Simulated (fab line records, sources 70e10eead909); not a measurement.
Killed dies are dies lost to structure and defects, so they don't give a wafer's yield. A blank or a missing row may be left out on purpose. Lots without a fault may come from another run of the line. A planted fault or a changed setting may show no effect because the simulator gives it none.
Which tool did it? | flow nand_harc | 6 lots, 18 wafers sampled, at 5 steps of a route of 1159

WHAT THE GAUGES READ, wafer by wafer
NHARC_END_SORT_01.
lot  | measured     | on        | killed_at_array
L108 | day 20 19:28 | prober-01 | 16 20 15

WHICH TOOL RAN EACH LOT (tool, then ch and the chambers of the sampled wafers, then the start)
lot  | NHARC_P_CONTACT_PRE_CLEAN_39 | NHARC_THIN_TSV_DEGAS_53      | NHARC_THIN_TSV_DESCUM_35           | NHARC_THIN_TSV_ETCH_36
L105 | pvd_sputter-01, day 6 10:16  | pvd_sputter-03, day 19 05:35 | rie_diel-10 ch 2,3, day 19 06:53   | rie_metal-02 ch 0,1, day 19 07:17
L106 | pvd_sputter-03, day 6 18:54  | pvd_sputter-03, day 19 16:41 | rie_diel-10 ch 0,2,3, day 19 18:01 | rie_metal-03 ch 0,1, day 19 18:22
L108 | pvd_sputter-01, day 6 20:28  | pvd_sputter-02, day 20 03:03 | rie_diel-06 ch 0,1,2, day 20 04:31 | rie_metal-01 ch 0,1, day 20 04:52
L119 | pvd_sputter-03, day 10 03:40 | pvd_sputter-02, day 23 17:34 | rie_diel-06 ch 0,2,3, day 23 18:52 | rie_metal-02 ch 0,1, day 23 19:16
L122 | pvd_sputter-03, day 10 17:07 | pvd_sputter-01, day 24 10:20 | rie_diel-10 ch 0,1,3, day 24 11:38 | rie_metal-03 ch 0, day 24 12:03
L124 | pvd_sputter-03, day 11 01:04 | pvd_sputter-03, day 24 12:58 | rie_diel-03 ch 0,1,2, day 24 14:16 | rie_metal-01 ch 0,1, day 24 14:40
- NHARC_P_CONTACT_PRE_CLEAN_39: time 19.5 s.
- NHARC_THIN_TSV_DEGAS_53: time 60 s.
- NHARC_THIN_TSV_DESCUM_35: chemistry O2, time 3 s.
- NHARC_THIN_TSV_ETCH_36: etches the open film in Cl2/BCl3, target depth 65 nm, time 18.571 s.

THE ANSWER, worked out from the rows above alone
Rule: what is usual is taken from the lots themselves. Put in order of their means at a reading, lots are off if they are a third of the lots or fewer, leave a main group of 4 or more, and stand apart from it by a gap of 3 or more times the standard deviation of the main group's means; of several such gaps the widest counts. A main group whose means are all the same, to the digits that the tables above print for the reading, isn't used. A lot without any number at a reading at which 4 lots or more have one is off too. The other lots that the step has rows for count as sound.
No lot is off at any reading shown: from this, nothing can be told.

WHAT THE SIMULATOR HAD PUT IN
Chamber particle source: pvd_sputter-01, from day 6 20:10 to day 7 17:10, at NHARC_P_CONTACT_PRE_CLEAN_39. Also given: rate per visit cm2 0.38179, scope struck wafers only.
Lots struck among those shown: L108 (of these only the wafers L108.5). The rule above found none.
